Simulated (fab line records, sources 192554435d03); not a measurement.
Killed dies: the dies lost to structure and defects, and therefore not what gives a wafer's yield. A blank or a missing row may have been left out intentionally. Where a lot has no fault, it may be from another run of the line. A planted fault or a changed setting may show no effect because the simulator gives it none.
Lot-split experiment ; flow n5-finfet ; 21 wafers read across 7 lots, on a route 1938 steps long

## ON THE SPLIT
At N5_BEOL_M15_CMP_49 (polishes, stops on SiO2, t overpolish 4.9 s, target thk 850 nm), the setting down-force-psi was moved away from the recipe's 2 psi on 8 of the 21 wafers read, by -18.9% to +19.8%. This setting was run at the recipe's value on the other wafers.

Reading taken at the split's own step.

## THE READING
barrier-field-endpoint-s, in s, at N5_BEOL_M15_CMP_49 (polishes, stops on SiO2, t overpolish 4.9 s, target thk 850 nm). A value of 11.4 s with a standard deviation of 0.4 s is what fault-free wafers of this fab line usually give.

wafer;tool, chamber at the split;down-force-psi as run, psi;against the recipe;barrier-field-endpoint-s, s;against lot-mates on the recipe
L077.2;cmp-01, 2;2;recipe;11.0;-
L077.3;cmp-01, 3;2;recipe;11.6;-
L077.4;cmp-01, 1;1.684;-15.8%;14.3;+3.0
L082.1;cmp-02, 3;2.397;+19.8%;9.1;-2.5
L082.2;cmp-02, 0;2.397;+19.8%;9.3;-2.3
L082.3;cmp-02, 2;2;recipe;11.6;-
L084.4;cmp-02, 0;2;recipe;11.3;-
L084.5;cmp-02, 2;2;recipe;11.6;-
L084.6;cmp-02, 3;2.169;+8.5%;10.2;-1.2
L083.2;cmp-04, 0;2;recipe;11.0;-
L083.1;cmp-04, 3;1.622;-18.9%;14.8;+3.7
L083.6;cmp-04, 0;2;recipe;11.2;-
L085.3;cmp-01, 0;2;recipe;11.0;-
L085.1;cmp-01, 1;2;recipe;11.7;-
L085.5;cmp-01, 3;2;recipe;11.1;-
L087.1;cmp-01, 3;2;recipe;11.1;-
L087.4;cmp-01, 0;2;recipe;11.3;-
L087.5;cmp-01, 2;2.169;+8.5%;9.8;-1.4
L096.4;cmp-04, 2;1.838;-8.1%;12.1;+0.4
L096.3;cmp-04, 1;1.838;-8.1%;12.5;+0.8
L096.5;cmp-04, 3;2;recipe;11.7;-

FIT RESULTS
A straight line over all 21 wafers: barrier-field-endpoint-s changes by -0.141 s for each +1% of down-force-psi; r = -0.96; the points scatter about the line by 0.4 s.
The same after taking each lot's own level away (the mean of its wafers on the recipe; 21 wafers): -0.147 s for each +1%; r = -0.96; scatter 0.41 s.
According to that fit, moving down-force-psi by its largest amount changes the reading by 2.9 s.
The lots' own levels span 11.10 to 11.70 s, that is 1.5 times the standard deviation above.
Hence the lot-to-lot level has little effect on the slope; both slopes agree.
Check: with one of the wafers moved furthest among these (+19.8%) left out of the fit, the line predicts -2.99 s for it against its lot-mates. Against them it came out at -2.5 s.
Tool readings at the split's step, against how far the setting was moved: barrier-field-endpoint-s r = -0.96.

## THESE WAFERS: OTHER SPLITS
Before the reading, these wafers also passed through other splits. Each is held against what the fit with the lots' levels taken away leaves over:
other split on the same wafers;wafers away from the commonest value;r with barrier-field-endpoint-s (lot level and that fit taken away)
N5_BEOL_M9_ETCH_62 source-w;3;-0.16
N5_BEOL_M10_EXPOSE_25 dose-mj;9;+0.18
N5_BEOL_M10_DEVELOP_27 develop-time-s;7;-0.12
N5_BEOL_M11_TRENCH_ETCH_37 bias-w;4;-0.19
N5_BEOL_M11_ETCH_41 time-s;8;+0.11
N5_BEOL_M12_EXPOSE_07 dose-mj;5;-0.02
N5_BEOL_M13_ETCH_68 time-s;7;+0.06
N5_BEOL_M14_EXPOSE_25 dose-mj;4;-0.36
N5_BEOL_M14_PEB_26 peb-temp-c;4;-0.24

## FILE'S OWN FIT
barrier-field-endpoint-s changes by -0.16 s for each +1% of down-force-psi, r = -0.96.
